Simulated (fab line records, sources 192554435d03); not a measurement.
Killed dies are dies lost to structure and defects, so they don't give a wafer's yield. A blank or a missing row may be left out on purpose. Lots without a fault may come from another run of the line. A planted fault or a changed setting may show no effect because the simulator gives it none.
A struck lot beside a sound one | flow n5_finfet | 38 steps out of a route of 1938
Sound: wafers L183.2, L183.3, L183.6. Struck: wafers L186.3, L186.5, L186.6. The cause comes at the end.
At each step with rows: each side's tool, then ch and its chambers, then its first start. Under that, the readings that differ: sound wafers | struck wafers | difference of the means | sigmas: that difference in standard deviations of wafers without a fault.
alike: readings whose means differ by less than 2 such deviations, and words and numbers that are the same on both sides. not compared: withheld readings, readings that some wafer has no value for, bounds like >300 that may hide the same value, and numbers for which the record gives no deviation and whose values overlap.
The two part at a step that has a row with sigmas, a row that says differs or no value, or rows on one side only. Numbers that don't overlap but have no deviation are shown without sigmas and don't part them. A reading that every wafer of one side lacks parts them only if that side has two wafers or more.

first, 11 steps without rows for these wafers: N5_FIN_SAQP_STRIP_74 (strips in CHF3/O2); N5_FIN_SAQP_MANDREL_ETCH_22 (etches a-Si in HBr/Cl2, stops on SiNx, target depth 60 nm, bt time 10 s, time 30 s); N5_FIN_SAQP_STRIP_55 (strips in N2/H2); N5_FIN_SAQP_STRIP_23 (strips in SPM, time 750 s); N5_FIN_SAQP_SRD_66 (time 30 s); N5_FIN_SAQP_RECESS_75 (chemistry HF/NH3, target SiO2, target depth 14.4 nm, afs cycles 3, sublimation time 60 s); N5_FIN_SAQP_SPACER1_ALD_24 (deposits SiO2, target thk 20.3 nm, pulse time 1 s, purge time 2 s); N5_FIN_SAQP_SPACER1_ETCHBACK_25 (etches SiO2 in CHF3/O2, target depth 24.4 nm, time 12.2 s); N5_FIN_SAQP_MANDREL1_REMOVE_56 (chemistry HBr/Cl2/O2, target a-Si, stops on SiNx, bt time 10 s); N5_FIN_SAQP_ETCH_57 (etches SiNx in CH3F/O2, target depth 32.5 nm, time 46.4 s); N5_FIN_SAQP_ETCH_65 (etches SiO2 in CF4, target depth 4 nm, time 4.4 s).
N5_FIN_SAQP_MANDREL_ETCH_58: etches a-Si in HBr/Cl2, stops on SiNx, target depth 45 nm, bt time 10 s, time 27 s.
  sound on rie_si-02 ch 0,1, day 2 01:59; struck on rie_si-02 ch 0,2,3, day 2 20:36
  reading                                      | sound             | struck               | difference | sigmas
  oes_product_au (a.u.)                        | 0.691 0.698 0.695 | 0.619 0.581 0.586    | -0.099     | -8
  over_etch_frac                               | 0.8 0.8 0.8       | 1.5249 1.5249 1.5249 | +0.7249    |
  model.SiNx_of_FIN_SAQP_HM_DEP_03.thk_nm (nm) | 38.2 38.72 37.8   | 33.2 33.2 33.8       | -4.8       |
  alike: HBr_flow_sccm, drypump_motor_current_A, throttle_valve_pct
  not compared: rf_hours_counter_h
then, 9 steps without rows for these wafers: N5_FIN_SAQP_RECESS_63 (chemistry HF/NH3, target SiO2, target depth 18 nm, afs cycles 3, sublimation time 60 s); N5_FIN_SAQP_COAT_68 (time 60 s, resist thk 100 nm); N5_FIN_SAQP_ETCH_69 (etches SOC in N2/H2, stops on SiNx, target depth 150 nm); N5_FIN_SAQP_ETCH_67 (etches SiNx in CH3F/O2, target depth 30 nm); N5_FIN_SAQP_STRIP_70 (strips in N2/H2); N5_FIN_SAQP_RECESS_71 (chemistry HF/NH3, target SiO2, target depth 3 nm, afs cycles 1, sublimation time 60 s); N5_FIN_SAQP_SPACER2_ALD_28 (deposits SiO2, target thk 8.1 nm, pulse time 1 s, purge time 2 s); N5_FIN_SAQP_SPACER2_ETCHBACK_29 (etches SiO2 in CHF3/O2, target depth 12.2 nm, time 6.1 s); N5_FIN_SAQP_MANDREL2_REMOVE_60 (chemistry HBr/Cl2/O2, target a-Si, stops on SiNx, bt time 10 s).
N5_FIN_SAQP_HM_OPEN_33: chemistry CH3F/O2, target SiNx, target depth 49.4 nm, time 70.6 s.
  sound on rie_diel-02 ch 1,2,3, day 2 03:38; struck on rie_diel-02 ch 0,1,3, day 2 22:01
  reading                  | sound            | struck            | difference | sigmas
  etch_rf_on_time_s (s)    | 69.2 70.1 69.6   | 60.2 60.2 59.0    | -9.8       | -6
  model.etch.depth_nm (nm) | 37.64 38.1 37.22 | 32.48 32.66 33.21 | -4.87      |
  alike: drypump_motor_current_A, oes_product_au, rf_vpp_V, showerhead_plenum_p_Torr, throttle_valve_pct
  not compared: rf_hours_counter_h
then, 14 steps without rows for these wafers: N5_FIN_SAQP_ETCH_34 (etches SiO2 in C4F6/O2, target depth 45 nm, time 15 s); N5_FIN_SAQP_STRIP_77 (strips in N2/H2, time 90 s); N5_FIN_SAQP_ETCH_64 (etches SiO2 in CF4, target depth 1.5 nm); N5_FIN_SAQP_FIN_ETCH_36 (etches the open film in HBr/Cl2/O2, target depth 120 nm, time 50.4 s); N5_FIN_SAQP_PRECLEAN_38 (cleans in O3/DIW, time 45 s); N5_FIN_SAQP_PRECLEAN_45 (cleans in dHF, time 10 s); N5_FIN_SAQP_SRD_39 (time 30 s); N5_FIN_CUT_COAT_18 (time 60 s, resist thk 230 nm); N5_FIN_CUT_COAT_19 (time 60 s, resist thk 20 nm); N5_FIN_CUT_COAT_29 (time 60 s, resist thk 10 nm); N5_FIN_CUT_COAT_02 (resist thk 30 nm); N5_FIN_CUT_EBR_04; N5_FIN_CUT_SOFTBAKE_03 (time 60 s); N5_FIN_CUT_EXPOSE_05 (exposes mask FIN CUT).
N5_STI_FIN_REVEAL_RECESS_09: chemistry HF/NH3, target SiO2, afs cycles 11, target depth 42.5 nm, sublimation time 60 s.
  sound on vapor_etch-01 ch 0,1, day 2 11:34; struck on vapor_etch-02 ch 0,1, day 3 06:29
  reading                                      | sound        | struck         | difference | sigmas
  model.SiNx_of_FIN_SAQP_HM_DEP_03.thk_nm (nm) | 18.6 19 18.2 | 13.4 13.2 14.2 | -5.0       |
  alike: drypump_motor_current_A, foreline_p_Torr
then, 1 step without rows for these wafers: N5_PASSIVATION_PROBE_49.

WHERE THEY PART
First at N5_FIN_SAQP_MANDREL_ETCH_58; last, within this record, at N5_FIN_SAQP_HM_OPEN_33. Later steps at which nothing parts them and some readings are alike: N5_STI_FIN_REVEAL_RECESS_09.

WHY: what the simulator had put in
Process parameter drift: rie_si-02, from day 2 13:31 on, at N5_FIN_SAQP_MANDREL_ETCH_58. Setting over_etch_frac, moved by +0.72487, from 0.8. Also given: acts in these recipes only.
